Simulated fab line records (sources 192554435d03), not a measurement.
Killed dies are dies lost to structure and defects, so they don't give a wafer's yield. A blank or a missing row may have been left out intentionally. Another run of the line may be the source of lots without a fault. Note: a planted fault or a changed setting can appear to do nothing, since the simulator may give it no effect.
The tool behind it: which one?    flow n5-finfet    34 wafers from 12 lots sampled at 5 of the route's 1938 steps

== WHAT THE GAUGES READ, wafer by wafer ==
N5_BEOL_M7_CD_MEAS_18: pitch 80 nm, target cd 40 nm. Usual: 40.2 nm for cd-nm, sd 0.64.
lot   measured      on         cd-nm (nm)      flag
L487  day 9 01:17   cd-sem-02  39.6 40.3 40.5  
L488  day 9 07:58   cd-sem-02  39.0 39.0       
L489  day 10 02:44  cd-sem-01  41.1 41.3 40.3  
L492  day 10 14:36  cd-sem-02  39.9 40.7 40.7  
L493  day 10 19:19  cd-sem-03  40.5 40.1 39.6  
L494  day 11 06:12  cd-sem-02  40.9 41.8 40.4  
L496  day 11 23:05  cd-sem-01  40.9 40.6 40.3  
L500  day 12 06:26  cd-sem-02  41.7 41.6 40.7  
L503  day 13 09:40  cd-sem-01  40.0 39.9 40.1  
L505  day 13 17:10  cd-sem-03  40.6 40.5 40.0  
L504  day 13 22:27  cd-sem-03  40.1 40.4       
L509  day 14 21:07  cd-sem-03  40.6 40.6 40.6  

N5_BEOL_M7_OVL_MEAS_29. Usual: V6_OVL typically reads -0.2 nm, with standard deviation 0.7.
lot   measured      on          V6_OVL (nm)     flag
L487  day 9 02:21   overlay-01  0.4 1.0 0.1     
L488  day 9 11:20   overlay-01  -0.3 -0.1       
L489  day 10 05:05  overlay-01  -0.9 -0.5 -0.3  
L492  day 10 17:28  overlay-01  9.1 8.7 8.4     OFF
L493  day 10 21:21  overlay-02  9.4 9.2 9.2     OFF
L494  day 11 11:30  overlay-01  9.4 9.6 10.3    OFF
L496  day 12 00:16  overlay-02  1.3 -0.3 -0.6   
L500  day 12 06:58  overlay-02  -1.4 -1.0 -1.3  
L503  day 13 10:59  overlay-01  0.4 -1.2 -0.2   
L505  day 13 20:23  overlay-02  -0.4 0.1 -0.1   
L504  day 13 23:46  overlay-02  -1.0 -0.4       
L509  day 14 21:38  overlay-01  -0.5 -0.9 0.0   

== TOOL THAT RAN EACH LOT (tool first, then ch and the chambers of the sampled wafers, then the start) ==
lot   N5_BEOL_M7_DESCUM_16                N5_BEOL_M7_ETCH_61                  N5_BEOL_M7_EXPOSE_25
L487  rie-diel-04 ch 0,2,3, day 9 00:50   rie-diel-04 ch 0,2,3, day 9 00:52   euv-scanner-02 ch 0, day 9 02:11
L488  rie-diel-05 ch 1,2, day 9 07:25     rie-diel-05 ch 1,2, day 9 07:26     euv-scanner-02 ch 0, day 9 11:10
L489  rie-diel-05 ch 0,1, day 10 02:10    rie-diel-05 ch 0,1, day 10 02:12    euv-scanner-01 ch 0, day 10 04:56
L492  rie-diel-05 ch 0,1,3, day 10 14:08  rie-diel-05 ch 0,1,3, day 10 14:11  euv-scanner-02 ch 0, day 10 17:18
L493  rie-diel-01 ch 0,2, day 10 18:44    rie-diel-01 ch 0,2, day 10 18:46    euv-scanner-02 ch 0, day 10 21:11
L494  rie-diel-04 ch 2,3, day 11 05:44    rie-diel-04 ch 2,3, day 11 05:46    euv-scanner-02 ch 0, day 11 11:20
L496  rie-diel-04 ch 1,2, day 11 22:34    rie-diel-04 ch 1,2, day 11 22:35    euv-scanner-01 ch 0, day 12 00:07
L500  rie-diel-04 ch 0,2,3, day 12 05:55  rie-diel-04 ch 0,2,3, day 12 05:57  euv-scanner-01 ch 0, day 12 06:48
L503  rie-diel-01 ch 1,2,3, day 13 09:07  rie-diel-01 ch 1,2,3, day 13 09:10  euv-scanner-01 ch 0, day 13 10:50
L505  rie-diel-01 ch 0,1, day 13 16:41    rie-diel-01 ch 0,1, day 13 16:43    euv-scanner-01 ch 0, day 13 20:13
L504  rie-diel-01 ch 1,3, day 13 21:59    rie-diel-01 ch 1,3, day 13 22:01    euv-scanner-01 ch 0, day 13 23:36
L509  rie-diel-05 ch 0,2,3, day 14 20:31  rie-diel-05 ch 0,2,3, day 14 20:32  euv-scanner-01 ch 0, day 14 21:28
- N5_BEOL_M7_DESCUM_16: chemistry O2, time 7.9 s.
- N5_BEOL_M7_ETCH_61: etches SiARC in CF4, target depth 45.5 nm, time 75.8 s.
- N5_BEOL_M7_EXPOSE_25: exposes mask V6, target cd 40 nm.

== AS READ BY THE TOOLS THEMSELVES (means over the sampled wafers that have a number; for cases with no such wafer, the mark the record gives instead) ==
N5_BEOL_M7_DESCUM_16. Usual: drypump-motor-current-A 5.8 A, standard deviation 0.51; o2-flow-sccm 225.1 sccm, standard deviation 0.74; oes-product-au 0.79 a.u., standard deviation 0.068; rf-vpp-V 243.4 V, standard deviation 1.3; showerhead-plenum-p-Torr 2.10 Torr, standard deviation 0.068; throttle-valve-pct 20.44 %, standard deviation 0.28.
lot   tool         drypump-motor-current-A (A)  o2-flow-sccm (sccm)  oes-product-au (a.u.)  rf-vpp-V (V)  showerhead-plenum-p-Torr (Torr)  throttle-valve-pct (%)  flag
L487  rie-diel-04  6.1                          225.7                0.70                   243.5         2.09                             20.51                   
L488  rie-diel-05  5.5                          225.0                0.74                   242.3         2.04                             20.48                   
L489  rie-diel-05  5.8                          225.2                0.76                   242.3         2.06                             20.54                   
L492  rie-diel-05  5.9                          225.7                0.76                   242.8         2.10                             20.55                   
L493  rie-diel-01  5.8                          225.0                0.87                   243.8         2.10                             20.41                   
L494  rie-diel-04  6.1                          226.0                0.80                   242.3         2.04                             20.42                   
L496  rie-diel-04  6.2                          224.5                0.72                   242.2         2.03                             20.67                   
L500  rie-diel-04  6.1                          225.6                0.88                   243.5         2.08                             20.27                   
L503  rie-diel-01  5.3                          225.8                0.83                   243.5         2.09                             20.39                   
L505  rie-diel-01  5.9                          224.8                0.83                   243.7         2.15                             20.20                   
L504  rie-diel-01  5.3                          225.1                0.81                   243.4         2.12                             20.38                   
L509  rie-diel-05  5.7                          225.0                0.74                   243.1         2.11                             20.45                   

N5_BEOL_M7_ETCH_61. Usual: drypump-motor-current-A 5.8 A, standard deviation 0.5; etch-rf-on-time-s 75.6 s, standard deviation 1.9; oes-product-au 0.67 a.u., standard deviation 0.06; rf-vpp-V 184.2 V, standard deviation 1.1; showerhead-plenum-p-Torr 2.15 Torr, standard deviation 0.065; throttle-valve-pct 15.61 %, standard deviation 0.27.
lot   tool         drypump-motor-current-A (A)  etch-rf-on-time-s (s)  oes-product-au (a.u.)  rf-vpp-V (V)  showerhead-plenum-p-Torr (Torr)  throttle-valve-pct (%)  flag
L487  rie-diel-04  6.1                          77.0                   0.60                   183.7         2.15                             15.81                   
L488  rie-diel-05  5.5                          76.9                   0.62                   183.9         2.09                             15.65                   
L489  rie-diel-05  5.8                          77.1                   0.64                   184.5         2.12                             15.68                   
L492  rie-diel-05  5.9                          77.1                   0.65                   185.5         2.15                             15.76                   
L493  rie-diel-01  5.8                          76.2                   0.75                   184.2         2.14                             15.46                   
L494  rie-diel-04  6.1                          75.8                   0.69                   183.9         2.11                             15.71                   
L496  rie-diel-04  6.2                          75.7                   0.63                   184.2         2.09                             15.87                   
L500  rie-diel-04  6.1                          76.0                   0.75                   183.9         2.15                             15.51                   
L503  rie-diel-01  5.4                          73.7                   0.72                   184.1         2.13                             15.48                   
L505  rie-diel-01  5.9                          73.9                   0.71                   184.9         2.18                             15.31                   
L504  rie-diel-01  5.4                          72.5                   0.70                   184.5         2.15                             15.46                   
L509  rie-diel-05  5.7                          75.1                   0.63                   184.0         2.18                             15.71                   

== THE ANSWER, worked out from the rows above alone ==
Rule: lot off if the mean of its wafers having a number is beyond 3 standard deviations from the usual mean. Also off: a lot with no number at a reading for which 4 or more lots have one. All remaining lots with rows at the step are treated as sound. The gauges are gone through in route order, then the tools' own readings, and for those a lot's mean is taken as printed above. The first step at which some lot is off is used, and at that step the reading that is off furthest; a lot without a number counts as furthest.
Off: L492, L493, L494, seen at N5_BEOL_M7_OVL_MEAS_29 (V6_OVL).
If a tool, at a process step before that reading, ran all the lots that are off and no sound lot after the first of them, it fits. Those tools and the gauges at N5_BEOL_M7_OVL_MEAS_29 are tried in the same way. One candidate fits, namely euv-scanner-02 at N5_BEOL_M7_EXPOSE_25. Its last sound lot is L488 (day 9 11:10), its first lot that is off L492 (day 10 17:18): a fault that began between those two fits.

== WHAT HAD BEEN PUT IN BY THE SIMULATOR ==
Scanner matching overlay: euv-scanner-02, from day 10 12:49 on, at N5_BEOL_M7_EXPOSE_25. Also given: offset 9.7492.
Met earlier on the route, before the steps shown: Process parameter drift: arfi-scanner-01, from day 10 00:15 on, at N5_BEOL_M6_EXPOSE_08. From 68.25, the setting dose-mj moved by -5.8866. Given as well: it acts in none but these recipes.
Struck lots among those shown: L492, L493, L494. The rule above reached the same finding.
